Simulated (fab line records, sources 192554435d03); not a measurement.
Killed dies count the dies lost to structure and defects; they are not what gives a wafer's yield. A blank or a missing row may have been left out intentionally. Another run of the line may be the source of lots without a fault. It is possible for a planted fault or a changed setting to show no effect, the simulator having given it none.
The tool behind it: which one? | flow n5Finfet | 24 lots, 72 wafers sampled, at 1 step of a route of 1938

== WHAT THE GAUGES SHOWED, per wafer ==
N5_BEOL_M5_CD_MEAS_28: target cd 30.6 nm, target cd y 20 nm.
lot  | measured     | on       | cdNm (nm)
L074 | day 8 00:50  | cdSem-01 | 30.88 30.72 30.75
L075 | day 8 18:27  | cdSem-01 | 31.09 30.95 30.49
L077 | day 9 01:52  | cdSem-02 | 30.85 30.43 30.22
L076 | day 9 01:55  | cdSem-01 | 31.12 31.03 30.68
L078 | day 9 01:58  | cdSem-02 | 30.27 30.46 30.71
L079 | day 9 10:14  | cdSem-03 | 30.26 30.46 30.62
L081 | day 9 13:02  | cdSem-03 | 30.79 31.01 31.07
L080 | day 10 02:55 | cdSem-03 | 30.69 30.88 30.35
L082 | day 10 03:01 | cdSem-03 | 30.29 30.93 30.45
L083 | day 10 08:29 | cdSem-01 | 31.02 31.02 30.22
L085 | day 11 00:56 | cdSem-02 | 31.01 30.41 30.82
L084 | day 11 01:07 | cdSem-01 | 30.69 30.32 30.56
L088 | day 11 06:22 | cdSem-03 | 30.71 30.54 30.60
L086 | day 11 06:48 | cdSem-02 | 30.90 30.22 30.40
L087 | day 11 23:34 | cdSem-01 | 30.70 30.62 30.90
L089 | day 12 05:03 | cdSem-01 | 30.60 30.49 30.38
L090 | day 12 10:32 | cdSem-01 | 30.23 30.75 30.47
L092 | day 12 16:05 | cdSem-02 | 30.83 30.28 30.72
L091 | day 12 16:08 | cdSem-03 | 30.50 30.67 30.82
L093 | day 12 16:19 | cdSem-01 | 30.93 30.98 30.77
L094 | day 13 08:47 | cdSem-01 | 30.67 30.81 30.75
L095 | day 13 15:31 | cdSem-03 | 30.74 30.82 30.73
L097 | day 13 18:31 | cdSem-02 | 31.08 31.24 30.78
L096 | day 13 18:34 | cdSem-02 | 30.51 30.87 30.68

== WHAT TOOL EACH LOT RAN ON (gives the tool, then ch and the chambers of the sampled wafers, and finally the start) ==
Record: no process step prior to these readings.

== WHAT THE TOOLS THEMSELVES READ (means of the sampled wafers that have a number; where no wafer has one, the mark that the record gives instead) ==
The record holds no such reading with a usual standard deviation.

== THE ANSWER, worked out from the rows above alone ==
Rule: what is usual is taken from the lots themselves. The widest of any qualifying gaps counts: lots, ordered by their means at a reading, are off when they make up no more than a third of the lots, leave a main group of 4 or more, and stand apart from it by 3 or more times the standard deviation of that group's means. If all means in a main group match to the digits the tables above print for the reading, that group is not used. Also off: a lot with no number at a reading for which 4 or more lots have one. The other lots that the step has rows for count as sound. Order of review: gauges by route order, followed by the tools' own readings, for which a lot's mean as printed above is used. At the first step where some lot is off, the reading lying furthest off is the one used; lots without a number count as furthest.
Across all readings shown, no lot is off: no conclusion can be drawn from this.

== WHAT HAD BEEN PUT IN BY THE SIMULATOR ==
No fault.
